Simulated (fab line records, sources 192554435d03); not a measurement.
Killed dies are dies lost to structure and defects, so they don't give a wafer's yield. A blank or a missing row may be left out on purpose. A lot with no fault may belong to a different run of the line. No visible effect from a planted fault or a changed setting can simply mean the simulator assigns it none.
Struck lot and sound lot, side by side	flow n5Finfet	39 out of 1938 route steps
Sound: wafers L808.3, L808.5, L808.6. The struck wafers were L802.2, L802.3, L802.4. At the end, the cause is stated.
For every step that has rows: the tool of each side, followed by ch and its chambers, followed by its first start. Under that, the readings that differ: sound wafers	struck wafers	difference of the means	sigmas: that difference in standard deviations of wafers without a fault.
alike: readings with means less than 2 such deviations apart, plus words and numbers identical on both sides. not compared: withheld readings, readings lacking a value on some wafer, bounds such as >300 that could conceal the same value, and numbers that have no deviation in the record and whose values overlap.
Wherever a step has rows on one side only, a row that says differs or no value, or a row with sigmas, the two part there. When numbers do not overlap yet have no deviation, they are printed without sigmas and do not part them. A reading that every wafer of one side lacks parts them only if that side has two wafers or more.

first, 11 steps without rows for these wafers: N5_BEOL_M0_CUTY_DESCUM_61 (chemistry O2, time 7.9 s); N5_BEOL_M0_CUTY_ETCH_62 (etches SiARC in CF4, time 58.5 s); N5_BEOL_M0_CUTY_ETCH_63 (etches SOC in N2/H2, target depth 82.7 nm, overetch 16.5 nm, time 124 s); N5_BEOL_M0_CUTY_STRIP_64 (strips in N2/H2); N5_BEOL_M0_ETCH_138 (etches SiCN in CH3F/O2, target depth 12 nm, time 31.6 s); N5_BEOL_M0_HM_OPEN_105 (chemistry Cl2/BCl3, target TiN, target depth 12 nm); N5_BEOL_M0_STRIP_140 (strips in CF4); N5_BEOL_M0_STRIP_104 (strips in N2/H2); N5_BEOL_M0_WET_ETCH_106 (etches SiO2 in DHF, target depth 130 nm, rinse time 30 s); N5_BEOL_M0_ETCH_128 (etches SiCN in CF4/N2, target depth 12 nm, overetch 5.1 nm, time 21.4 s); N5_BEOL_M0_TRENCH_ETCH_107 (etches SiOC in C4F6/O2, target depth 32.8 nm, time 16.4 s).
N5_BEOL_M0_STRIP_142: strips in N2/H2, time 10 s.
  sound on rieDiel-06 ch 0,1,3, day 9 19:03; struck on rieDiel-03 ch 0,2,3, day 8 04:34
  no value came back on the struck wafers for any of 7 readings (biasPowerW (W), chamberPressureMTorr (mTorr) and others); on the sound wafers biasPowerW (W) reads 6.994 6.986 6.968
  not compared: rfHoursCounterH
then, 25 steps without rows for these wafers: N5_BEOL_M0_HM_STRIP_129 (strips TiN in peroxide tin strip, target depth 17 nm, time 108 s); N5_BEOL_M0_SRD_130 (time 30 s); N5_BEOL_M0_ETCH_109 (etches SiCN in CH3F/O2, target depth 8 nm, overetch 2.4 nm, time 27.4 s); N5_BEOL_M0_STRIP_139 (strips in post etch residue remover, time 60 s); N5_BEOL_M0_SRD_111 (time 30 s); N5_BEOL_M0_DEGAS_112 (time 60 s); N5_BEOL_M0_PRE_CLEAN_113 (time 30 s); N5_BEOL_M0_ALD_136 (deposits TaN, pulse time 2 s, purge time 3 s, co reactant purge time 2 s); N5_BEOL_M0_SURFACE_TREAT_137; N5_BEOL_M0_CVD_115 (deposits Co from CCTBA/H2, time 120 s); N5_BEOL_M0_SPUTTER_116 (material Cu, target thk 4 nm, time 7.37 s); N5_BEOL_M0_ANNEAL_117 (time 60 s); N5_BEOL_M0_SPUTTER_132 (material Cu, target thk 4 nm, time 7.37 s); N5_BEOL_M0_ANNEAL_133 (time 60 s); N5_BEOL_M0_SPUTTER_134 (material Cu, target thk 4 nm, time 7.37 s); N5_BEOL_M0_ANNEAL_135 (time 60 s); N5_BEOL_M0_SPUTTER_141 (material Cu, target thk 4 nm, time 7.37 s); N5_BEOL_M0_ECD_118 (material Cu, target thk 300 nm); N5_BEOL_M0_ANNEAL_119 (time 90 s); N5_BEOL_M0_CMP_120 (polishes, stops on SiOC, t overpolish 6.9 s); N5_BEOL_M0_PRE_CLEAN_131 (time 15 s); N5_BEOL_M0_CO_CAP_123 (material Co, precursor CCTBA/H2, target thk 2 nm, time 102.1 s); N5_BEOL_M0_PRE_CLEAN_124 (time 15 s); N5_BEOL_M0_DEP_125 (deposits SiCN from 3MS/NH3, target thk 8 nm, time 14 s); N5_BEOL_M1_ILD_DEP_00 (deposits SiOC from DEMS/O2, target thk 79 nm, time 15.3 s).
N5_BEOL_M4_RC_MEAS_101:
  sound on prober-02 ch 0, day 11 14:20; struck on prober-02 ch 0, day 10 00:25
  alike: DIBL_N, DIBL_P, IOFF_N, IOFF_P, ION_N, ION_P, SS_N, SS_P, VT_N, VT_P
-- here the record skips 5 days between the struck wafers' starts before and after, leaving off in module BEOL_M4 and picking up in module PASSIVATION (first step shown: number 1936 of the route) --
N5_PASSIVATION_PROBE_49:
  sound: prober-02 at day 16 06:32; struck: prober-02 at day 14 22:23
reading	sound	struck	difference	sigmas
defectLimitedYield (%)	93.2 90.4 91.5	88.1 87.7 87.5	-3.9	-2
killed_at_M0_to_M3	23 40 16	86 94 97	+66	+7
killedDies	80 113 100	140 145 148	+47	+2
killedOpen	50 69 75	100 100 115	+40	+3
sort_bin_6_memory (%)	2.4 3.8 3.1	4.3 6.1 5.1	+2.1	+3
sortNPass	1100 1067 1080	1040 1035 1032	-47	-3
sortYieldPct (%)	93.2 90.4 91.5	88.1 87.7 87.5	-3.9	-2
  alike: killed_at_M4_up, killedAtContacts, killedAtFrontEnd, killedAtOther, killedOnRim, killedShort, sort_bin_5_function, sort_bin_8_speed

## WHERE THEY PART
Last at N5_PASSIVATION_PROBE_49 as far as this record goes, first at N5_BEOL_M0_STRIP_142.

WHY: what the simulator had put in
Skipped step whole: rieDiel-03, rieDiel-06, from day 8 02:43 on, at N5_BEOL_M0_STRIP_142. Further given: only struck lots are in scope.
